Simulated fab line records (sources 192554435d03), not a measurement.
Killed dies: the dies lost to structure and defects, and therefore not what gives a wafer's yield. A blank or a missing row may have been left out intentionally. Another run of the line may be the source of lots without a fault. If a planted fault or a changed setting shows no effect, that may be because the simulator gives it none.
A sampling plan put to the test    flow n5-finfet    one fab line, 46 faults that these records tell of, each judged on the records of the lots that it struck; 1 more is left out, because the records don't allow judging it
What counts as the plan is the set of the line's own looks, namely the steps on the route at which a gauge or an inspection reads a wafer and does not change it. Where struck wafers have a number at a look and the file lists that look's usual mean and standard deviation on fault-free wafers, the look can be judged. Caught: 4 or more of those standard deviations (sigma) separate the usual mean from the mean of the struck wafers at a look after the fault's first step. On the tool: the identical test, applied to the tool's own readings at the steps of the fault. A different recipe on the struck wafers counts as caught too, as does a record blank only for those wafers.

== THE FAULTS, as the simulator had put them in ==
1. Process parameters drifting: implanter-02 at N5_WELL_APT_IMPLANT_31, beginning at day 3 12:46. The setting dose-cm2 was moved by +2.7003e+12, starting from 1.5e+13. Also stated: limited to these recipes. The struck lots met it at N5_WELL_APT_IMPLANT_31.
2. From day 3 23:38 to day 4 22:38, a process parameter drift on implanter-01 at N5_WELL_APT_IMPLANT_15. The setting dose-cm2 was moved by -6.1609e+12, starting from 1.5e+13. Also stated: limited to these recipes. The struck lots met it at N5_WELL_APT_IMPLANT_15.
3. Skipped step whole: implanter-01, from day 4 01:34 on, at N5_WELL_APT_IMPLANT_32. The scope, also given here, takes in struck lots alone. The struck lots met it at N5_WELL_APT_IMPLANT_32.
4. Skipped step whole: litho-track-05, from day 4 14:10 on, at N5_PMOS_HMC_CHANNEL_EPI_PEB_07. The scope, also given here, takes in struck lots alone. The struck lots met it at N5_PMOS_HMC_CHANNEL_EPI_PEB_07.
5. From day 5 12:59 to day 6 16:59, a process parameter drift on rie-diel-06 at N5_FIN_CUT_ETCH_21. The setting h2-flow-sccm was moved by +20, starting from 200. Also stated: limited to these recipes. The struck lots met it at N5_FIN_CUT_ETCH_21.
6. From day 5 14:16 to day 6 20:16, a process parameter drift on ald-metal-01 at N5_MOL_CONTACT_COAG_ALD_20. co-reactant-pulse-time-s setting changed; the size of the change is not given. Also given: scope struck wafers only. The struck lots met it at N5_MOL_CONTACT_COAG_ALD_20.
7. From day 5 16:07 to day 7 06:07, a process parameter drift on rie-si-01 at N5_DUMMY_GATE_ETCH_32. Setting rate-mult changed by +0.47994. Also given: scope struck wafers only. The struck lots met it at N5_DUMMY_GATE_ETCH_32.
8. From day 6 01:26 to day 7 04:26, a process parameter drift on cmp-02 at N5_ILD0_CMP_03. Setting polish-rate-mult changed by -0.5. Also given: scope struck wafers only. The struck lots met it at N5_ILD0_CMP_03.
9. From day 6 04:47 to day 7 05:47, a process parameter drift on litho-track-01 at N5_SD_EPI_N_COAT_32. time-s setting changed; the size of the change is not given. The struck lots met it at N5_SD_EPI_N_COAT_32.
10. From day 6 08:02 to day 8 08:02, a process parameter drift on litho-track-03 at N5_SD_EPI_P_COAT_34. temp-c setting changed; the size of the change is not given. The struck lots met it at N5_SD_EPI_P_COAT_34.
11. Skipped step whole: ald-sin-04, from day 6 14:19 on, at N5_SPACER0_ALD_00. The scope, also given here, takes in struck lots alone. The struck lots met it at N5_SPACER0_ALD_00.
12. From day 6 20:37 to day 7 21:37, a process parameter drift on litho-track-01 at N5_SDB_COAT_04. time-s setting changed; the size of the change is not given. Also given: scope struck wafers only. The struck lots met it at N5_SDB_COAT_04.
13. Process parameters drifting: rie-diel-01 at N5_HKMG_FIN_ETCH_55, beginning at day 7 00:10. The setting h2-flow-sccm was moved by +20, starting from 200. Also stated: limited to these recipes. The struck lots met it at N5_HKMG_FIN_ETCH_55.
14. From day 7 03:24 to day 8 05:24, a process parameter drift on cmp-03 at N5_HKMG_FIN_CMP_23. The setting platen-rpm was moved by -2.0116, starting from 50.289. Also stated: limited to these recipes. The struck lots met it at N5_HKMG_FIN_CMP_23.
15. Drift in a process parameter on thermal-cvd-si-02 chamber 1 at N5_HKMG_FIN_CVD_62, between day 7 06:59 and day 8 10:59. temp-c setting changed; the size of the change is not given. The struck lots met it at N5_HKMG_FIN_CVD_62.
16. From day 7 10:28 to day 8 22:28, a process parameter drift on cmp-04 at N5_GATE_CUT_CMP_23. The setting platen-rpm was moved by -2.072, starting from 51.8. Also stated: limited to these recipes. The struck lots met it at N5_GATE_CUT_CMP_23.
17. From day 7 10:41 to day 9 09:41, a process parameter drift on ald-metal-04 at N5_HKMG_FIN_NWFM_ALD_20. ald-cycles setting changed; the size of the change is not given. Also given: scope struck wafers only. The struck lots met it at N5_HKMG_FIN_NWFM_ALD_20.
18. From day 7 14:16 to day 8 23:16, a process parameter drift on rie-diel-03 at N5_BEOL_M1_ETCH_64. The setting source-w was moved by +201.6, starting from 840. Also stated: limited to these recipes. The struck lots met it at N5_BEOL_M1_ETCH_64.
19. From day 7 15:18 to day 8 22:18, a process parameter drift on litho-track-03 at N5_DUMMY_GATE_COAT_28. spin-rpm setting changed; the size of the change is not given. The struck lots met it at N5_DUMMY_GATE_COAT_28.
20. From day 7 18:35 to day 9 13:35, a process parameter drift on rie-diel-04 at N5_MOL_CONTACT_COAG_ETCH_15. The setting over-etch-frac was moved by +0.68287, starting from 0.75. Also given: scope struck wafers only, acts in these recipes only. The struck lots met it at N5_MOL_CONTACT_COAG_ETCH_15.
21. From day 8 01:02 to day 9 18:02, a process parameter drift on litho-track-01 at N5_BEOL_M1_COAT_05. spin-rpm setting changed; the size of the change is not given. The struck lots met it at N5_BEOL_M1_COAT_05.
22. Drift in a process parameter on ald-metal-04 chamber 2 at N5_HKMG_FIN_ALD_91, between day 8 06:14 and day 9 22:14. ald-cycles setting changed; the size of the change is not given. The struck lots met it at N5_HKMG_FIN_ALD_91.
23. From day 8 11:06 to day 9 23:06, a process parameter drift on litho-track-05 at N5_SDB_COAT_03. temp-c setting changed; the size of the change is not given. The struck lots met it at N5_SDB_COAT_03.
24. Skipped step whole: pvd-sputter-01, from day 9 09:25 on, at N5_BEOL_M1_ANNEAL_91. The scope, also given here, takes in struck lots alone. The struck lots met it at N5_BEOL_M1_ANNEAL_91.
25. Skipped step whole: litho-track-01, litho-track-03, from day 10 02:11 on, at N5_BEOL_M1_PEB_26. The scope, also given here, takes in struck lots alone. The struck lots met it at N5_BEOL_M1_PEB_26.
26. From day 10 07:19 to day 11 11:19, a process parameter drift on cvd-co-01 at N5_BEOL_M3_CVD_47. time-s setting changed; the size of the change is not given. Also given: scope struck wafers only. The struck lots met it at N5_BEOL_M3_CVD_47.
27. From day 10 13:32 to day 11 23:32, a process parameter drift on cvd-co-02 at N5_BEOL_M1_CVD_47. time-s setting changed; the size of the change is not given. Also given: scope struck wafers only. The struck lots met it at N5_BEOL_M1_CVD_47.
28. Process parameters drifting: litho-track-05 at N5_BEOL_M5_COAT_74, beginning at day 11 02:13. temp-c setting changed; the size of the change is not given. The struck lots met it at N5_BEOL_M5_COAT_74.
29. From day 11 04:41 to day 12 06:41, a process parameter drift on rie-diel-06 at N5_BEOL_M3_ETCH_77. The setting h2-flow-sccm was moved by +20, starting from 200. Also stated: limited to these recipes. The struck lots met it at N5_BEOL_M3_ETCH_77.
30. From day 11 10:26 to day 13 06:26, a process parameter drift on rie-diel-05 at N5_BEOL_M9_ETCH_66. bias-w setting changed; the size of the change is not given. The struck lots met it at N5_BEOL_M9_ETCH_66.
31. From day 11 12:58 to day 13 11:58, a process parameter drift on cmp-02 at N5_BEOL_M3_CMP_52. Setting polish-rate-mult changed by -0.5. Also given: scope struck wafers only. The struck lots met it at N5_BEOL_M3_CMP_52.
32. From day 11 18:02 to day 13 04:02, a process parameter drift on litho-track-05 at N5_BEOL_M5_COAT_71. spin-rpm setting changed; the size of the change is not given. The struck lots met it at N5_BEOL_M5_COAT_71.
33. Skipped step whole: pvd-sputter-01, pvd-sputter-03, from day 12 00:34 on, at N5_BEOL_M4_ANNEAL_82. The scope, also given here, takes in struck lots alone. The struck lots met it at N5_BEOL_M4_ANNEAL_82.
34. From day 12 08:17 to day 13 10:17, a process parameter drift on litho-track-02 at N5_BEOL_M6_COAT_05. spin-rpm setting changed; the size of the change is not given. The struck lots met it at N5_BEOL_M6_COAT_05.
35. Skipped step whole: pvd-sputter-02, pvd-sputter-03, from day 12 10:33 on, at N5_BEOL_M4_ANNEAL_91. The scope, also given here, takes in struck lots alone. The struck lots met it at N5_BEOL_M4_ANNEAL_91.
36. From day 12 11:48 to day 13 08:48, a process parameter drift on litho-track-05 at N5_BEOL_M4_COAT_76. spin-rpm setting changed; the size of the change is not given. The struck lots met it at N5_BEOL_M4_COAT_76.
37. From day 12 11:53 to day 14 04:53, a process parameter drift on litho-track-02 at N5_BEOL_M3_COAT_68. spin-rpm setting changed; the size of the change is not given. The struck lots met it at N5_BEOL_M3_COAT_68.
38. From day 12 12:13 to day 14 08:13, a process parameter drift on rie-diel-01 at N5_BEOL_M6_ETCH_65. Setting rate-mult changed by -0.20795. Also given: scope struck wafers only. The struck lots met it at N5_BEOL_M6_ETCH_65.
39. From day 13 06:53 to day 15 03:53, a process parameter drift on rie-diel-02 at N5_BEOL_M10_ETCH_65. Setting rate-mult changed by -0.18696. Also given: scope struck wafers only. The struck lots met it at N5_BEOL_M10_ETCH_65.
40. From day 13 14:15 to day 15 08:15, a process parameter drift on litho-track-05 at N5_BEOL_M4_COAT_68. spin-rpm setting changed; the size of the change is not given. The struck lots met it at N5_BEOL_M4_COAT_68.
41. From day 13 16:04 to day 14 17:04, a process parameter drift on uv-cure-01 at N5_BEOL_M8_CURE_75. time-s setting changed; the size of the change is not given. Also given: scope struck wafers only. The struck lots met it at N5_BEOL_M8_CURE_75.
42. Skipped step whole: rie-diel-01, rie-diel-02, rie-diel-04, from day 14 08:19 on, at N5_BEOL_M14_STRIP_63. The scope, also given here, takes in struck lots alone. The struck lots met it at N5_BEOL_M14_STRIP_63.
43. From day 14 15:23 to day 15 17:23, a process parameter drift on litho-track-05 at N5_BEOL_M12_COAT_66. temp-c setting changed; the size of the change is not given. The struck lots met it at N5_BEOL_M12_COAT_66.
44. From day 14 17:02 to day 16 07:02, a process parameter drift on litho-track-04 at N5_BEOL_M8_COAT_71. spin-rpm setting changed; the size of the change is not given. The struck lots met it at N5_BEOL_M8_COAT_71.
45. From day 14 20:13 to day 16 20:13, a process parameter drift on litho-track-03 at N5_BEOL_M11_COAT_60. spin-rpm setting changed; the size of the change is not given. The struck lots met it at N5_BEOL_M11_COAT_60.
46. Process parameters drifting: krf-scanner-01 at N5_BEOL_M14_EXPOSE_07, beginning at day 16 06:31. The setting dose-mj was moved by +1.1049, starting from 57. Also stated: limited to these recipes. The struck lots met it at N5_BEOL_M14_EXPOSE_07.

== WHAT THE PLAN SAW ==
fault  on the tool itself                                first look that catches it                       reading, sigma  median hours from its first step to that look  hours from the fault's start to the first struck lot there  judged looks passed uncaught
1      dose-ions-cm2 +99 or beyond sigma                 no look after it can be judged                   -               -                                              -                                                           0
2      dose-ions-cm2 -99 or beyond sigma                 no look after it can be judged                   -               -                                              -                                                           0
3      the tool's record is blank for the struck wafers  no look after it can be judged                   -               -                                              -                                                           0
4      the tool's record is blank for the struck wafers  no look after it can be judged                   -               -                                              -                                                           0
5      h2-flow-sccm +30 sigma                            no look after it can be judged                   -               -                                              -                                                           0
6      under 2 sigma                                     no look after it can be judged                   -               -                                              -                                                           0
7      oes-product-au +12 sigma                          none of the 2 looks that can be judged after it  -               -                                              -                                                           2
8      time-to-endpoint-s +15 sigma                      no look after it can be judged                   -               -                                              -                                                           0
9      run-length-s +72 sigma                            no look after it can be judged                   -               -                                              -                                                           0
10     plate-temp-C -14 sigma                            not the one look that can be judged after it     -               -                                              -                                                           1
11     the tool's record is blank for the struck wafers  no look after it can be judged                   -               -                                              -                                                           0
12     run-length-s -71 sigma                            not the one look that can be judged after it     -               -                                              -                                                           1
13     h2-flow-sccm +32 sigma                            no look after it can be judged                   -               -                                              -                                                           0
14     platen-rpm -64 sigma                              no look after it can be judged                   -               -                                              -                                                           0
15     susceptor-temp-C +99 or beyond sigma              no look after it can be judged                   -               -                                              -                                                           0
16     platen-rpm -59 sigma                              not the one look that can be judged after it     -               -                                              -                                                           1
17     under 2 sigma                                     no look after it can be judged                   -               -                                              -                                                           0
18     rf-fwd-power-W +83 sigma                          none of the 2 looks that can be judged after it  -               -                                              -                                                           2
19     spin-speed-rpm -99 or beyond sigma                not the one look that can be judged after it     -               -                                              -                                                           1
20     under 2 sigma                                     no look after it can be judged                   -               -                                              -                                                           0
21     spin-speed-rpm -50 sigma                          not the one look that can be judged after it     -               -                                              -                                                           1
22     under 2 sigma                                     no look after it can be judged                   -               -                                              -                                                           0
23     plate-temp-C +57 sigma                            not the one look that can be judged after it     -               -                                              -                                                           1
24     the tool's record is blank for the struck wafers  not the one look that can be judged after it     -               -                                              -                                                           1
25     the tool's record is blank for the struck wafers  no look after it can be judged                   -               -                                              -                                                           0
26     run-length-s -99 or beyond sigma                  not the one look that can be judged after it     -               -                                              -                                                           1
27     run-length-s +10 sigma                            not the one look that can be judged after it     -               -                                              -                                                           1
28     plate-temp-C -13 sigma                            no look after it can be judged                   -               -                                              -                                                           0
29     h2-flow-sccm +32 sigma                            not the one look that can be judged after it     -               -                                              -                                                           1
30     bias-w +35 sigma                                  no look after it can be judged                   -               -                                              -                                                           0
31     overpolish-run-s -99 or beyond sigma              N5_BEOL_M3_THK_MEAS_53                           M3_THK +52      0.2                                            3                                                           0
32     spin-speed-rpm +99 or beyond sigma                no look after it can be judged                   -               -                                              -                                                           0
33     the tool's record is blank for the struck wafers  not the one look that can be judged after it     -               -                                              -                                                           1
34     spin-speed-rpm +99 or beyond sigma                no look after it can be judged                   -               -                                              -                                                           0
35     the tool's record is blank for the struck wafers  not the one look that can be judged after it     -               -                                              -                                                           1
36     spin-speed-rpm +99 or beyond sigma                none of the 2 looks that can be judged after it  -               -                                              -                                                           2
37     spin-speed-rpm +99 or beyond sigma                not the one look that can be judged after it     -               -                                              -                                                           1
38     etch-rf-on-time-s +7.6 sigma                      no look after it can be judged                   -               -                                              -                                                           0
39     etch-rf-on-time-s +6.0 sigma                      no look after it can be judged                   -               -                                              -                                                           0
40     spin-speed-rpm -40 sigma                          not the one look that can be judged after it     -               -                                              -                                                           1
41     lamp-power-pct -32 sigma                          no look after it can be judged                   -               -                                              -                                                           0
42     the tool's record is blank for the struck wafers  not the one look that can be judged after it     -               -                                              -                                                           1
43     plate-temp-C +59 sigma                            not the one look that can be judged after it     -               -                                              -                                                           1
44     spin-speed-rpm +99 or beyond sigma                no look after it can be judged                   -               -                                              -                                                           0
45     spin-speed-rpm +99 or beyond sigma                no look after it can be judged                   -               -                                              -                                                           0
46     exposure-dose-mJ-cm2 +17 sigma                    no look after it can be judged                   -               -                                              -                                                           0
A dash: the fault isn't caught, or these records don't give the number.

Caught at a look: 1 of 46. Caught on the tool: 42 of 46. By one or the other: 42 of 46.
On the tool alone, faults 1, 2, 3, 4, 5, 7, 8, 9, 10, 11, 12, 13, 14, 15, 16, 18, 19, 21, 23, 24, 25, 26, 27, 28, 29, 30, 32, 33, 34, 35, 36, 37, 38, 39, 40, 41, 42, 43, 44, 45, 46 were caught.
Caught by neither: faults 6, 17, 20, 22.

== THINNER SAMPLING ==
Were the look that catches a fault to measure just every second or every third lot (counted by lot number), the first struck lot would, at worst, be measured this late:
fault  struck lots at that look, in order of time  every lot  every second lot  every third lot
31     L815, L818                                  3 h        32 h              may miss all 2
Hours are from the fault's start to the first struck lot that is measured. Since the struck wafers were tested as one group against 4 sigma, a single lot by itself may lie under the limit. Other struck lots may not be in these records.

== THE LONGEST TIMED WAY FROM STEP TO LOOK ==
Fault 31: a median of 0.2 hours passes between N5_BEOL_M3_CMP_52 and N5_BEOL_M3_THK_MEAS_53. No look between them can be judged.
